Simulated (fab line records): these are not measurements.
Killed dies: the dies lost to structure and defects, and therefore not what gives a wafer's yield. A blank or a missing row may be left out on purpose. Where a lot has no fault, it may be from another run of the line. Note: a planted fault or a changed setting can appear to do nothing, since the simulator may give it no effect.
A struck lot beside a sound one | flow n5Finfet | 35 steps out of a route of 1938
Sound: the wafers L839.3, L839.5, L839.6. Struck: wafer L828.4 (L828.1, L828.3, from the same lot, were not struck and are left out); the cause is given at the end.
For every step that has rows: the tool of each side, followed by ch and its chambers, followed by its first start. Under that, the readings that differ: sound wafers | struck wafers | difference of the means | sigmas: that difference in standard deviations of wafers without a fault.
alike: a reading whose means differ by less than 2 such deviations, as well as words and numbers matching on both sides. not compared: withheld readings; readings where some wafer has no value; bounds like >300 that might hide an equal value; numbers whose values overlap and for which the record gives no deviation.
Wherever a step has rows on one side only, a row that says differs or no value, or a row with sigmas, the two part there. Non-overlapping numbers with no deviation appear without sigmas and do not part them. A reading that every wafer of one side lacks parts them only if that side has two wafers or more.

first, 11 steps without rows for these wafers: N5_BEOL_M13_DESCUM_33 (chemistry O2, time 7.9 s); N5_BEOL_M13_ETCH_67 (etches SiARC in CF4, target depth 143 nm, time 238.3 s); N5_BEOL_M13_ETCH_68 (etches SOC in N2/H2, time 355 s); N5_BEOL_M13_STRIP_69 (strips in N2/H2); N5_BEOL_M13_TRENCH_ETCH_34 (etches SiOC in C4F8/O2/Ar, target depth 413.47 nm, time 162.6 s); N5_BEOL_M13_STRIP_70 (strips in C4F8/O2/Ar); N5_BEOL_M13_STRIP_37 (strips in N2/H2); N5_BEOL_M13_ETCH_38 (etches SiCN in CF4/N2, target depth 67.5 nm, time 71.9 s); N5_BEOL_M13_PRECLEAN_39 (cleans in residue remover, time 60 s); N5_BEOL_M13_SRD_40 (time 30 s, dry time 30 s); N5_BEOL_M13_DEGAS_41 (time 60 s).
N5_BEOL_M13_PRE_CLEAN_42: time 30 s.
  sound on pvdSputter-03, day 17 11:45; struck on pvdSputter-02, day 14 07:40
  alike: heaterPowerW
then, 22 steps without rows for these wafers: N5_BEOL_M13_SPUTTER_43 (material TaN, target thk 15 nm, time 24.19 s); N5_BEOL_M13_SPUTTER_44 (material Ta, target thk 10 nm, time 16.13 s); N5_BEOL_M13_SPUTTER_45 (material Cu, target thk 80 nm, time 13.33 s); N5_BEOL_M13_ECD_47 (material Cu, target thk 936 nm); N5_BEOL_M13_ANNEAL_48 (time 90 s); N5_BEOL_M13_CMP_49 (polishes, stops on SiOC, t overpolish 17.1 s, target thk 420 nm); N5_BEOL_M13_PRE_CLEAN_52 (time 15 s); N5_BEOL_M13_DEP_53 (deposits SiCN from 3MS/NH3, target thk 50 nm, time 17.8 s); N5_BEOL_M14_ILD_DEP_00 (deposits SiO2 from TEOS/O2, target thk 1119.3 nm, time 237.4 s); N5_BEOL_M14_COAT_58 (time 60 s, resist thk 89 nm); N5_BEOL_M14_COAT_04 (resist thk 800 nm); N5_BEOL_M14_EBR_06; N5_BEOL_M14_SOFTBAKE_05 (time 60 s); N5_BEOL_M14_EXPOSE_07 (exposes mask V13); N5_BEOL_M14_PEB_08 (peb time 90 s); N5_BEOL_M14_DEVELOP_09 (develop time 45 s); N5_BEOL_M14_HARDBAKE_14 (time 120 s); N5_BEOL_M14_DESCUM_15 (chemistry O2, time 7.9 s); N5_BEOL_M14_ETCH_59 (etches BARC in N2/H2, target depth 89 nm, overetch 26.7 nm, time 67.9 s); N5_BEOL_M14_VIA_ETCH_16 (etches SiO2 in C4F8/O2/Ar, target depth 1231.3 nm); N5_BEOL_M14_STRIP_63 (strips in O2); N5_BEOL_M14_STRIP_64 (strips in O2).
N5_PASSIVATION_PROBE_49:
  sound on prober-02, day 18 16:06; struck on prober-01, day 15 15:55
reading                 | sound          | struck | difference | sigmas
defectLimitedYield (%)  | 93.1 91.4 92.5 | 82.5   | -9.8       | -8
killed_at_M4_up         | 11 14 16       | 146    | +132       | +27
killedDies              | 81 102 88      | 207    | +117       | +8
sort_bin_5_function (%) | 4.2 5.5 4.2    | 11.4   | +6.8       | +8
sortNPass               | 1099 1078 1092 | 973    | -117       | -8
sortYieldPct (%)        | 93.1 91.4 92.5 | 82.5   | -9.8       | -8
  alike: killed_at_M0_to_M3, killedAtContacts, killedAtFrontEnd, killedAtOther, killedOnRim, killedOpen, killedShort, sort_bin_6_memory

== WHERE THEY PART ==
At N5_PASSIVATION_PROBE_49 and nowhere else, as far as this record goes.

WHY: what had been put in by the simulator
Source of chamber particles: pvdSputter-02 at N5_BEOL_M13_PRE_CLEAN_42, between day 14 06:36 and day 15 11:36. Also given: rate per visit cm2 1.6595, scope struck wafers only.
